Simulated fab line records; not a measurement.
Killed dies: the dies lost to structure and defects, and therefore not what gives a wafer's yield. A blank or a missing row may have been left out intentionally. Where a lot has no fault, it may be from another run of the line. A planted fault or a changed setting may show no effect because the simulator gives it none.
Lot-split experiment -- flow n5_finfet -- 21 wafers read across 7 lots, on a route 1938 steps long

== SPLIT DETAILS ==
At N5_BEOL_M2_TRENCH_ETCH_37 (etches SiOC in C4F6/O2, target depth 55.555 nm, time 29.2 s), the setting time_s was moved away from the recipe's 29.2 s on 9 of the 21 wafers read, by -18.8% to +22.0%. All remaining wafers had this setting at the recipe value.

== FROM THE SPLIT TO THE READING: what the file shows between them, 13 steps ==
- N5_BEOL_M2_ETCH_41: etches SiCN in CH3F/O2, target depth 29.9 nm, time 52.5 s
- N5_BEOL_M2_STRIP_97: strips in N2/H2, time 10 s
- N5_BEOL_M2_OCD_MEAS_38
- N5_BEOL_M2_HM_STRIP_39: strips TiN in peroxide tin strip, target depth 25 nm, time 158 s
- N5_BEOL_M2_SRD_40: time 30 s
- N5_BEOL_M2_ECD_50: material Cu, target thk 300 nm
- N5_BEOL_M2_ANNEAL_51: time 90 s
- N5_BEOL_M2_CMP_52: polishes, stops on SiOC, t overpolish 6.8 s, target thk 40 nm
- N5_BEOL_M2_THK_MEAS_53: measures by xrf
- N5_BEOL_M2_PRE_CLEAN_60: time 15 s
- N5_BEOL_M2_CO_CAP_55: material Co, precursor CCTBA/H2, target thk 2 nm, time 102.1 s
- N5_BEOL_M2_PRE_CLEAN_56: time 15 s
- N5_BEOL_M2_DEP_57: deposits SiCN from 3MS/NH3, target thk 8 nm, time 14 s

== THE READING ==
M2_RS (ohm/sq), read at N5_BEOL_M2_RS_MEAS_58 with a four-point probe. On this fab line, fault-free wafers typically give 0.67 ohm/sq with a standard deviation of 0.032 ohm/sq.

wafer,"tool, chamber at the split","time_s as run, s",against the recipe,"M2_RS, ohm/sq",against lot-mates on the recipe
L083.2,"rie_diel-03, 3",29.2,recipe,0.66,-
L083.5,"rie_diel-03, 0",35.62,+22.0%,0.45,-0.21
L083.6,"rie_diel-03, 1",35.62,+22.0%,0.45,-0.21
L084.2,"rie_diel-05, 0",23.72,-18.8%,1.02,+0.39
L084.4,"rie_diel-05, 1",23.72,-18.8%,0.94,+0.31
L084.5,"rie_diel-05, 3",29.2,recipe,0.63,-
L086.1,"rie_diel-03, 0",29.2,recipe,0.70,-
L086.4,"rie_diel-03, 2",29.2,recipe,0.68,-
L086.6,"rie_diel-03, 2",29.2,recipe,0.66,-
L089.1,"rie_diel-06, 2",29.2,recipe,0.68,-
L089.4,"rie_diel-06, 1",31.78,+8.8%,0.58,-0.10
L089.5,"rie_diel-06, 3",31.78,+8.8%,0.58,-0.10
L091.1,"rie_diel-05, 2",29.2,recipe,0.62,-
L091.2,"rie_diel-05, 1",29.2,recipe,0.68,-
L091.3,"rie_diel-05, 3",29.2,recipe,0.65,-
L093.1,"rie_diel-06, 1",34.92,+19.6%,0.48,-0.20
L093.4,"rie_diel-06, 1",29.2,recipe,0.65,-
L093.6,"rie_diel-06, 2",29.2,recipe,0.70,-
L096.4,"rie_diel-06, 0",29.2,recipe,0.68,-
L096.5,"rie_diel-06, 0",31.58,+8.2%,0.62,-0.06
L096.6,"rie_diel-06, 3",31.58,+8.2%,0.58,-0.10

FIT RESULTS
A straight line over all 21 wafers: M2_RS changes by -0.0123 ohm/sq for each +1% of time_s; r = -0.96; the points scatter about the line by 0.038 ohm/sq.
The same after taking each lot's own level away (the mean of its wafers on the recipe; 21 wafers): -0.0131 ohm/sq for each +1%; r = -0.96; scatter 0.043 ohm/sq.
Per that fit: largest time_s move, reading shift of 0.29 ohm/sq.
Measured against the standard deviation above, the lots' own levels, which go from 0.630 to 0.680 ohm/sq, span 1.6 times it.
So the lot-to-lot level changes the slope little: the two slopes agree.
Check: for one of the wafers moved furthest among these (+22.0%), held out of the fit, the line's prediction against its lot-mates is -0.279 ohm/sq. Against them it came out at -0.21 ohm/sq.

== ADDITIONAL SPLITS CARRIED BY THESE WAFERS ==
Before the reading, these wafers also passed through other splits. Each is held against what the fit with the lots' levels taken away leaves over:
other split on the same wafers,wafers away from the commonest value,r with M2_RS (lot level and that fit taken away)
N5_MOL_CONTACT_COAG_CVD_140 target_thk_a,7,+0.13
N5_BEOL_M0_TRENCH_ETCH_107 target_depth_a,9,+0.01
N5_BEOL_M1_TRENCH_ETCH_37 bias_w,7,+0.00
N5_BEOL_M2_ETCH_69 bias_w,7,-0.39

== THE WHOLE CHAIN: every reading that the file lists as answering this split, in the file's order ==
step,what it does,reading,change (the file's fit),r (the file's)
N5_BEOL_M2_TRENCH_ETCH_37,"etches SiOC in C4F6/O2, target depth 55.555 nm, time 29.2 s","etch.depth_nm (the simulator's own value, which no gauge read)",+0.62 nm for each +1% of the setting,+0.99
N5_BEOL_M2_TRENCH_ETCH_37,"etches SiOC in C4F6/O2, target depth 55.555 nm, time 29.2 s","BEOL_M2.feature_depth_nm (the simulator's own value, which no gauge read)",+0.622 nm for each +1% of the setting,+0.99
N5_BEOL_M2_OCD_MEAS_38,,trench_depth_nm,+0.626 nm for each +1% of the setting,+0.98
N5_BEOL_M2_CMP_52,"polishes, stops on SiOC, t overpolish 6.8 s, target thk 40 nm","Cu_of_BEOL_M2_ECD_50.thk_nm (the simulator's own value, which no gauge read)",+0.623 nm for each +1% of the setting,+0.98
N5_BEOL_M2_THK_MEAS_53,measures by xrf,M2_THK,+0.62 for each +1% of the setting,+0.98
N5_BEOL_M2_RS_MEAS_58,measures by four-point-probe,M2_RS,-0.012 for each +1% of the setting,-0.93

== THE FILE'S OWN FIT ==
M2_RS changes by -0.012 ohm/sq for each +1% of time_s, r = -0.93.
